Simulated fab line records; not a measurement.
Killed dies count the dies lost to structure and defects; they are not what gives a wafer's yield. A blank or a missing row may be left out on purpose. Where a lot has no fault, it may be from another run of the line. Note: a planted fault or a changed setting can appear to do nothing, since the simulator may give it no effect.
Chamber matching + flow n5 finfet + N5_BEOL_M12_ETCH_67 on rie diel-02: 4 sister chambers
The step etches SiARC in CF4, target depth 143 nm, time 238.3 s. 16 wafers are shown with their chamber, then 8 later ones without.

## WAFERS, EACH WITH ITS CHAMBER
| wafer  | chamber | showerhead plenum p Torr (Torr) | throttle valve pct (%) | drypump motor current A (A) |
|--------|---------|---------------------------------|------------------------|-----------------------------|
| L078.1 | 3       | 2.17                            | 15.24                  | 6.12                        |
| L078.2 | 2       | 2.05                            | 15.57                  | 6.21                        |
| L078.4 | 0       | 2.08                            | 15.55                  | 6.26                        |
| L075.2 | 2       | 2.05                            | 15.58                  | 6.17                        |
| L075.5 | 0       | 2.08                            | 15.56                  | 6.29                        |
| L075.6 | 3       | 2.17                            | 15.22                  | 6.10                        |
| L080.1 | 1       | 2.27                            | 15.43                  | 6.29                        |
| L080.4 | 3       | 2.17                            | 15.23                  | 6.10                        |
| L080.6 | 2       | 2.05                            | 15.58                  | 6.15                        |
| L081.2 | 3       | 2.17                            | 15.23                  | 6.14                        |
| L081.4 | 0       | 2.08                            | 15.58                  | 6.28                        |
| L081.6 | 1       | 2.27                            | 15.45                  | 6.30                        |
| L083.3 | 0       | 2.08                            | 15.59                  | 6.28                        |
| L083.5 | 2       | 2.05                            | 15.62                  | 6.17                        |
| L083.6 | 3       | 2.17                            | 15.26                  | 6.12                        |
| L089.1 | 1       | 2.26                            | 15.51                  | 6.28                        |

SIGNATURES, as means of the wafers listed above
| reading                  | chamber 0 | chamber 1 | chamber 2 | chamber 3 | scatter within a chamber |
|--------------------------|-----------|-----------|-----------|-----------|--------------------------|
| showerhead plenum p Torr | 2.0800    | 2.2667    | 2.0500    | 2.1700    | 0.00236                  |
| throttle valve pct       | 15.5700   | 15.4633   | 15.5875   | 15.2360   | 0.0239                   |
| drypump motor current A  | 6.2775    | 6.2900    | 6.1750    | 6.1160    | 0.0175                   |
Rule: for each reading, subtract the chamber's mean from the wafer's reading, divide by that reading's scatter and square the result; add these up over the readings and take the root, which gives the wafer's distance from the chamber. If the next closest chamber is less than 2 further off than the closest, the wafer can't be placed; otherwise it belongs to the closest. How the scatter is found: for the shown wafers, subtract from each reading the mean of its chamber, square and add these, divide the total by (wafers less chambers), then take the root.

## WAFERS WHOSE CHAMBER IS MISSING
| wafer  | showerhead plenum p Torr (Torr) | throttle valve pct (%) | drypump motor current A (A) |
|--------|---------------------------------|------------------------|-----------------------------|
| L089.4 | 2.04                            | 15.63                  | 6.16                        |
| L089.6 | 2.04                            | 15.62                  | 6.15                        |
| L095.1 | 2.25                            | 15.55                  | 6.31                        |
| L095.3 | 2.04                            | 15.66                  | 6.14                        |
| L095.6 | 2.25                            | 15.56                  | 6.31                        |
| L097.1 | 2.16                            | 15.33                  | 6.11                        |
| L097.4 | 2.04                            | 15.66                  | 6.17                        |
| L097.5 | 2.06                            | 15.68                  | 6.26                        |

## WHICH CHAMBER EACH WENT THROUGH
| wafer  | from the rows above | in truth                   |
|--------|---------------------|----------------------------|
| L089.4 | 2                   | 2                          |
| L089.6 | 2                   | 2                          |
| L095.1 | 1                   | 1                          |
| L095.3 | 2                   | 2                          |
| L095.6 | 1                   | 1                          |
| L097.1 | 3                   | 3                          |
| L097.4 | 2                   | 2                          |
| L097.5 | 2                   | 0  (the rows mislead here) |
Correct placement for 7 of the 8. Left unplaced by these rows: 0. Wrongly placed: 1.
